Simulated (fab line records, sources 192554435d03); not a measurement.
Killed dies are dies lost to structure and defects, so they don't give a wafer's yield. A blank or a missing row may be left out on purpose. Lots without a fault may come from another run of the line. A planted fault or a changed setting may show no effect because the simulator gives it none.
A struck lot beside a sound one | flow n5_finfet | 28 steps out of a route of 1938
Sound: wafers L233.2, L233.3, L233.4. Struck: wafers L224.1, L224.3, L224.4. The cause comes at the end.
At each step with rows: each side's tool, then ch and its chambers, then its first start. Under that, the readings that differ: sound wafers | struck wafers | difference of the means | sigmas: that difference in standard deviations of wafers without a fault.
alike: readings whose means differ by less than 2 such deviations, and words and numbers that are the same on both sides. not compared: withheld readings, readings that some wafer has no value for, bounds like >300 that may hide the same value, and numbers for which the record gives no deviation and whose values overlap.
The two part at a step that has a row with sigmas, a row that says differs or no value, or rows on one side only. Numbers that don't overlap but have no deviation are shown without sigmas and don't part them. A reading that every wafer of one side lacks parts them only if that side has two wafers or more.

first, 8 steps without rows for these wafers: N5_BEOL_M2_CMP_52 (polishes, stops on SiOC, t overpolish 6.8 s, target thk 40 nm); N5_BEOL_M2_PRE_CLEAN_60 (time 15 s); N5_BEOL_M2_CO_CAP_55 (material Co, precursor CCTBA/H2, target thk 2 nm, time 102.1 s); N5_BEOL_M2_PRE_CLEAN_56 (time 15 s); N5_BEOL_M2_DEP_57 (deposits SiCN from 3MS/NH3, target thk 8 nm, time 14 s); N5_BEOL_M3_ILD_DEP_00 (deposits SiOC from DEMS/O2, target thk 79 nm, time 15.3 s); N5_BEOL_M3_PECVD_72 (deposits SiO2 from TEOS/O2, target thk 16 nm, time 18 s); N5_BEOL_M3_HM_DEP_02 (deposits TiN, target thk 20 nm).
N5_BEOL_M3_COAT_61: time 60 s, resist thk 60 nm.
  sound on litho_track-05 ch 0, day 13 11:38; struck on litho_track-02 ch 0, day 12 02:57
  reading                                  | sound                | struck               | difference | sigmas
  spin_speed_rpm (rpm)                     | 1499.5 1501.0 1500.3 | 1592.0 1592.1 1594.1 | +92.5      | +99 or more
  model.SOC_of_BEOL_M3_COAT_61.thk_nm (nm) | 60 60 60             | 58 58 58.2           | -2         |
then, 11 steps without rows for these wafers: N5_BEOL_M3_COAT_62 (time 60 s, resist thk 12 nm); N5_BEOL_M3_COAT_73 (time 60 s, resist thk 5 nm); N5_BEOL_M3_COAT_05 (resist thk 30 nm); N5_BEOL_M3_EBR_07; N5_BEOL_M3_SOFTBAKE_06 (time 60 s); N5_BEOL_M3_EXPOSE_08 (exposes mask M3); N5_BEOL_M3_PEB_09 (peb time 60 s); N5_BEOL_M3_DEVELOP_10 (develop time 30 s); N5_BEOL_M3_DESCUM_16 (chemistry O2, time 7 s); N5_BEOL_M3_ETCH_74 (etches underlayer in N2/H2, target depth 6.5 nm, time 5.2 s); N5_BEOL_M3_ETCH_63 (etches SiARC in CF4, target depth 15.6 nm, time 26 s).
N5_BEOL_M3_ETCH_64: etches SOC in N2/H2, target depth 75 nm, overetch 15 nm, time 112.5 s.
  sound on rie_diel-03 ch 0,3, day 13 12:06; struck on rie_diel-01 ch 0,1,3, day 12 03:25
  reading                  | sound             | struck        | difference | sigmas
  model.etch.depth_nm (nm) | 59.92 60.08 59.95 | 58 58.04 58.1 | -2         |
  alike: drypump_motor_current_A, h2_flow_sccm, oes_product_au, rf_vpp_V, showerhead_plenum_p_Torr, throttle_valve_pct
  not compared: rf_hours_counter_h
then, 3 steps without rows for these wafers: N5_BEOL_M3_STRIP_65 (strips in N2/H2); N5_BEOL_M3_STRIP_75 (strips in N2/H2); N5_BEOL_M3_STRIP_66 (strips in CF4).
N5_BEOL_M3_HM_OPEN_17: chemistry Cl2/BCl3, target TiN, target depth 20 nm, overetch 6 nm.
  sound on rie_metal-01 ch 0,1, day 13 12:16; struck on rie_metal-01 ch 0,1, day 12 03:35
  reading                                  | sound        | struck         | difference | sigmas
  model.SOC_of_BEOL_M3_COAT_61.thk_nm (nm) | 51.6 51.6 52 | 50.2 50.2 49.8 | -1.7       |
  alike: drypump_motor_current_A, oes_product_au, throttle_valve_pct
  not compared: rf_hours_counter_h
then, 1 step without rows for these wafers: N5_BEOL_M3_STRIP_19 (strips in O2).
N5_BEOL_M4_RC_MEAS_101:
  sound on prober-01 ch 0, day 14 14:32; struck on prober-01 ch 0, day 13 00:12
  alike: DIBL_N, DIBL_P, IOFF_N, IOFF_P, ION_N, ION_P, SS_N, SS_P, VT_N, VT_P
-- the record jumps here: 4 days lie between the struck wafers' starts before and after (it left off in module BEOL_M4 and takes up again in module PASSIVATION, whose first step shown is number 1936 of the route) --
N5_PASSIVATION_PROBE_49:
  the record has rows for the struck wafers here (prober-02, day 17 09:07) and none for the sound ones

WHERE THEY PART
First at N5_BEOL_M3_COAT_61; last, within this record, at N5_PASSIVATION_PROBE_49.

WHY: what the simulator had put in
Process parameter drift: litho_track-02, from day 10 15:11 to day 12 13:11, at N5_BEOL_M3_COAT_61. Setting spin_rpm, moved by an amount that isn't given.
